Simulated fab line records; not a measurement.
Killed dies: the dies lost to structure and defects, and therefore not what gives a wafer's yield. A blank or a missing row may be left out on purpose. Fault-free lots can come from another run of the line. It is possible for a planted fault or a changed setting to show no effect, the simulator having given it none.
Split-lot study -- flow n5_finfet -- 39 wafers read from 7 lots, route of 1938 steps

## ON THE SPLIT
At N5_DUMMY_GATE_ETCH_32 (etches SiO2 in CF4, target depth 3.5 nm, time 3.9 s), the setting time_s was moved away from the recipe's 3.9 s on 6 of the 39 wafers read, by -19.6% to -17.2%. For the rest of the wafers, this setting stayed at what the recipe calls for.

The reading comes from the split's own step.

## THE READING
etch.depth_nm (the simulator's own value, which no gauge read), in nm, at N5_DUMMY_GATE_ETCH_32 (etches SiO2 in CF4, target depth 3.5 nm, time 3.9 s). The file does not state a usual value for it. The 33 wafers here that ran the recipe average 3.470 nm, standard deviation 0.073 nm.

wafer,"tool, chamber at the split","time_s as run, s",against the recipe,"etch.depth_nm, nm",against lot-mates on the recipe
L076.1,"rie_si-04, 1",3.9,recipe,3.572,-
L076.2,"rie_si-04, 3",3.9,recipe,3.439,-
L076.3,"rie_si-04, 2",3.9,recipe,3.454,-
L076.4,"rie_si-04, 0",3.9,recipe,3.38,-
L076.5,"rie_si-04, 1",3.9,recipe,3.575,-
L076.6,"rie_si-04, 0",3.9,recipe,3.39,-
L081.2,"rie_si-06, 1",3.9,recipe,3.425,-
L081.3,"rie_si-06, 3",3.9,recipe,3.349,-
L081.4,"rie_si-06, 0",3.9,recipe,3.531,-
L082.1,"rie_si-04, 2",3.9,recipe,3.418,-
L082.2,"rie_si-04, 0",3.9,recipe,3.387,-
L082.3,"rie_si-04, 1",3.9,recipe,3.602,-
L082.4,"rie_si-04, 3",3.9,recipe,3.439,-
L082.5,"rie_si-04, 1",3.9,recipe,3.571,-
L082.6,"rie_si-04, 2",3.9,recipe,3.444,-
L091.1,"rie_si-04, 1",3.9,recipe,3.598,-
L091.2,"rie_si-04, 2",3.9,recipe,3.439,-
L091.3,"rie_si-04, 3",3.9,recipe,3.485,-
L091.4,"rie_si-04, 0",3.9,recipe,3.419,-
L091.5,"rie_si-04, 1",3.9,recipe,3.595,-
L091.6,"rie_si-04, 2",3.9,recipe,3.429,-
L093.1,"rie_si-04, 1",3.228,-17.2%,3,-0.430
L093.2,"rie_si-04, 2",3.9,recipe,3.411,-
L093.3,"rie_si-04, 0",3.9,recipe,3.436,-
L093.4,"rie_si-04, 3",3.9,recipe,3.444,-
L093.5,"rie_si-04, 1",3.228,-17.2%,2.957,-0.473
L093.6,"rie_si-04, 0",3.228,-17.2%,2.844,-0.586
L096.1,"rie_si-06, 0",3.9,recipe,3.564,-
L096.2,"rie_si-06, 2",3.9,recipe,3.484,-
L096.3,"rie_si-06, 1",3.9,recipe,3.491,-
L096.4,"rie_si-06, 3",3.9,recipe,3.378,-
L096.5,"rie_si-06, 3",3.9,recipe,3.37,-
L096.6,"rie_si-06, 2",3.9,recipe,3.483,-
L097.1,"rie_si-06, 1",3.9,recipe,3.46,-
L097.2,"rie_si-06, 2",3.9,recipe,3.492,-
L097.3,"rie_si-06, 3",3.135,-19.6%,2.702,-0.806
L097.4,"rie_si-06, 0",3.135,-19.6%,2.859,-0.649
L097.5,"rie_si-06, 1",3.135,-19.6%,2.779,-0.729
L097.6,"rie_si-06, 0",3.9,recipe,3.571,-

THE FIT
A straight line over all 39 wafers: etch.depth_nm changes by +0.0335 nm for each +1% of time_s; r = +0.95; the points scatter about the line by 0.076 nm.
The same after taking each lot's own level away (the mean of its wafers on the recipe; 39 wafers): +0.0335 nm for each +1%; r = +0.95; scatter 0.077 nm.
That fit puts the effect of the largest move of time_s on the reading at 0.66 nm.
From 3.4303 to 3.5077 nm: that is the span of the lots' own levels, equal to 1.1 times the standard deviation above.
The two slopes agree, so the slope changes little with the lot-to-lot level.
Check: with one of the wafers moved furthest among these (-19.6%) left out of the fit, the line predicts -0.623 nm for it against its lot-mates. It came out at -0.806 nm against them.

## ADDITIONAL SPLITS CARRIED BY THESE WAFERS
Note: prior to the reading, these wafers also went through further splits. Each is held against what the fit with the lots' levels taken away leaves over:
other split on the same wafers,wafers away from the commonest value,r with etch.depth_nm (lot level and that fit taken away)
N5_WELL_APT_EXPOSE_22 dose_mj,18,+0.02
N5_PMOS_HMC_CHANNEL_EPI_EPI_20 temp_c,15,-0.22

## THE FILE'S OWN FIT
etch.depth_nm changes by +0.0335 nm for each +1% of time_s, r = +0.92.
